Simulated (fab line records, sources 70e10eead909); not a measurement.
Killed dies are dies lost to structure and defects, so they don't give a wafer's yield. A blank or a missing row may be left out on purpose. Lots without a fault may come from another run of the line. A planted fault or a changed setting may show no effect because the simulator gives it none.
Chamber matching | flow nand_harc | NHARC_P_GATE_DESCUM_93 on rie_diel-12: 4 sister chambers
The step chemistry O2, time 3 s. 16 wafers are shown with their chamber, then 8 later ones without.

WAFERS WITH THEIR CHAMBER
wafer  | chamber | drypump_motor_current_A (A) | oes_product_au (a.u.) | rf_vpp_V (V)
L076.1 | 3       | 5.2                         | 1.003                 | 58.1
L076.3 | 1       | 5.6                         | 0.999                 | 59.0
L076.4 | 3       | 5.2                         | 1.006                 | 57.9
L081.1 | 3       | 5.3                         | 1.011                 | 57.7
L081.2 | 1       | 5.6                         | 1.006                 | 57.0
L081.5 | 2       | 5.6                         | 1.007                 | 57.6
L082.1 | 2       | 5.5                         | 1.013                 | 57.2
L082.3 | 0       | 5.3                         | 1.013                 | 58.2
L082.6 | 2       | 5.6                         | 1.006                 | 55.5
L085.3 | 2       | 5.6                         | 1.004                 | 58.4
L085.5 | 1       | 5.6                         | 1.006                 | 57.5
L085.6 | 2       | 5.5                         | 1.003                 | 56.7
L088.2 | 1       | 5.7                         | 1.007                 | 59.5
L088.5 | 1       | 5.7                         | 1.008                 | 57.2
L088.6 | 2       | 5.6                         | 1.005                 | 56.8
L089.1 | 1       | 5.7                         | 1.015                 | 57.3

SIGNATURES (means of the wafers above)
reading                 | chamber 0 | chamber 1 | chamber 2 | chamber 3 | scatter within a chamber
drypump_motor_current_A | 5.300     | 5.650     | 5.567     | 5.233     | 0.054
oes_product_au          | 1.01300   | 1.00683   | 1.00633   | 1.00667   | 0.00435
rf_vpp_V                | 58.200    | 57.917    | 57.033    | 57.900    | 0.931
Rule: a wafer's distance from a chamber is the root of the sum, over the readings, of the square of ((its reading less the chamber's mean) divided by the reading's scatter). The wafer belongs to the nearest chamber; if the next one is less than 2 further off, it can't be placed. The scatter: the root of (the sum of the squares of (reading less its chamber's mean) over the shown wafers, divided by (wafers less chambers)).

WAFERS WITHOUT THEIR CHAMBER
wafer  | drypump_motor_current_A (A) | oes_product_au (a.u.) | rf_vpp_V (V)
L089.2 | 5.3                         | 1.009                 | 57.8
L089.4 | 5.5                         | 1.007                 | 57.7
L091.2 | 5.7                         | 1.017                 | 57.5
L091.3 | 5.2                         | 0.986                 | 57.4
L091.4 | 5.3                         | 0.993                 | 57.4
L097.3 | 5.6                         | 1.012                 | 58.5
L097.4 | 5.2                         | 0.984                 | 57.3
L097.5 | 5.5                         | 1.012                 | 57.6

WHICH CHAMBER EACH WENT THROUGH
wafer  | from the rows above          | in truth
L089.2 | can't be placed: 0 or 3      | 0
L089.4 | can't be placed: 2 or 1      | 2
L091.2 | can't be placed: 1 or 2      | 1
L091.3 | can't be placed: 3 or 0      | 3
L091.4 | can't be placed: 3 or 0      | 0
L097.3 | can't be placed: 1 or 2      | 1
L097.4 | can't be placed: 3 or 0      | 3
L097.5 | can't be placed: 2 or 1 or 0 | 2
Placed correctly: 0 of 8. Can't be placed from these rows: 8 (the true chamber is among the candidates in 8). Placed wrongly: 0.
